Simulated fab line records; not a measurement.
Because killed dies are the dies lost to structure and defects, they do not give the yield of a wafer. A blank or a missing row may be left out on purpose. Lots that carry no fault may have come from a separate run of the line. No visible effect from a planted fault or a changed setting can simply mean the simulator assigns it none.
Struck lot and sound lot, side by side | flow n5-finfet | 36 steps out of a route of 1938
Sound: the wafers L766.3, L766.4, L766.5. Struck: wafers L759.1, L759.2, L759.5. Last of all comes the cause.
Per side, at each step with rows, come the tool, then ch with its chambers, and then its first start. Under that, the readings that differ: sound wafers | struck wafers | difference of the means | sigmas: that difference in standard deviations of wafers without a fault.
alike: a reading whose means differ by less than 2 such deviations, as well as words and numbers matching on both sides. not compared: withheld readings; readings where some wafer has no value; bounds like >300 that might hide an equal value; numbers whose values overlap and for which the record gives no deviation.
A row with sigmas, a row that says differs or no value, or rows on one side alone: a step with any of these is where the two part. Numbers that have no deviation but don't overlap get no sigmas and don't part them. A reading that every wafer of one side lacks parts them only if that side has two wafers or more.

first, 9 steps without rows for these wafers: N5_BEOL_M4_ANNEAL_95 (time 240 s); N5_BEOL_M4_SPUTTER_96 (material Cu, target thk 4.5 nm, time 8.29 s); N5_BEOL_M4_ECD_50 (material Cu, target thk 300 nm); N5_BEOL_M4_ANNEAL_51 (time 90 s); N5_BEOL_M4_CMP_52 (polishes, stops on SiOC, t overpolish 6.8 s, target thk 40 nm); N5_BEOL_M4_PRE_CLEAN_60 (time 15 s); N5_BEOL_M4_CO_CAP_55 (material Co, precursor CCTBA/H2, target thk 2 nm, time 102.1 s); N5_BEOL_M4_PRE_CLEAN_56 (time 15 s); N5_BEOL_M4_DEP_57 (deposits SiCN from 3MS/NH3, target thk 8 nm, time 14 s).
N5_BEOL_M4_RC_MEAS_101:
  sound on prober-01 ch 0, day 16 09:44; struck on prober-01 ch 0, day 14 02:55
  alike: DIBL_N, DIBL_P, IOFF_N, IOFF_P, ION_N, ION_P, SS_N, SS_P, VT_N, VT_P
then, 24 steps without rows for these wafers: N5_BEOL_M5_ILD_DEP_00 (deposits SiCOH lowk from DEMS/porogen, target thk 140.64 nm, time 25.9 s); N5_BEOL_M5_CURE_79 (cures SiCOH lowk, time 240 s); N5_BEOL_M5_PECVD_70 (deposits SiO2 from TEOS/O2, target thk 16 nm, time 18 s); N5_BEOL_M5_HM_DEP_02 (deposits TiN, target thk 20 nm); N5_BEOL_M5_COAT_59 (time 60 s, resist thk 60 nm); N5_BEOL_M5_COAT_60 (time 60 s, resist thk 12 nm); N5_BEOL_M5_COAT_71 (time 60 s, resist thk 5 nm); N5_BEOL_M5_COAT_05 (resist thk 30 nm); N5_BEOL_M5_EBR_07; N5_BEOL_M5_SOFTBAKE_06 (time 60 s); N5_BEOL_M5_EXPOSE_08 (exposes mask M5, target cd 28 nm); N5_BEOL_M5_PEB_09 (peb time 60 s); N5_BEOL_M5_DEVELOP_10 (develop time 30 s); N5_BEOL_M5_DESCUM_16 (chemistry O2, time 7 s); N5_BEOL_M5_ETCH_72 (etches underlayer in N2/H2, target depth 6.5 nm, time 5.2 s); N5_BEOL_M5_ETCH_61 (etches SiARC in CF4, target depth 15.6 nm, time 26 s); N5_BEOL_M5_ETCH_62 (etches SOC in N2/H2, target depth 75 nm, overetch 15 nm, time 112.5 s); N5_BEOL_M5_STRIP_63 (strips in N2/H2); N5_BEOL_M5_STRIP_73 (strips in N2/H2); N5_BEOL_M5_STRIP_64 (strips in CF4); N5_BEOL_M5_HM_OPEN_17 (chemistry Cl2/BCl3, target TiN, target depth 20 nm, overetch 6 nm); N5_BEOL_M5_STRIP_19 (strips in O2); N5_BEOL_M5_COAT_65 (time 60 s, resist thk 60 nm); N5_BEOL_M5_COAT_66 (time 60 s, resist thk 12 nm).
-- a jump in the record: the struck wafers' starts before and after are 4 days apart (it breaks off in module BEOL_M5 and resumes in module PASSIVATION, where the first step shown is number 1936 of the route) --
N5_PASSIVATION_ETCH_15: etches SiCN in CF4/N2, target depth 75 nm, time 81.2 s.
  sound on rie-diel-06 ch 1,3, day 20 15:12; struck on rie-diel-03 ch 0,1,3, day 18 11:22
  no value came back on the struck wafers for any of 8 readings (bias-w (W), cf4-flow-sccm (sccm) and others); on the sound wafers bias-w (W) reads 70.02 69.72 69.82
  not compared: rf-hours-counter-h
N5_PASSIVATION_PROBE_49:
  rows exist in the record for the struck wafers here (prober-02, day 18 18:51), but not for the sound ones

## WHERE THEY PART
Last at N5_PASSIVATION_PROBE_49 as far as this record goes, first at N5_PASSIVATION_ETCH_15.

WHY: whatever the simulator had introduced
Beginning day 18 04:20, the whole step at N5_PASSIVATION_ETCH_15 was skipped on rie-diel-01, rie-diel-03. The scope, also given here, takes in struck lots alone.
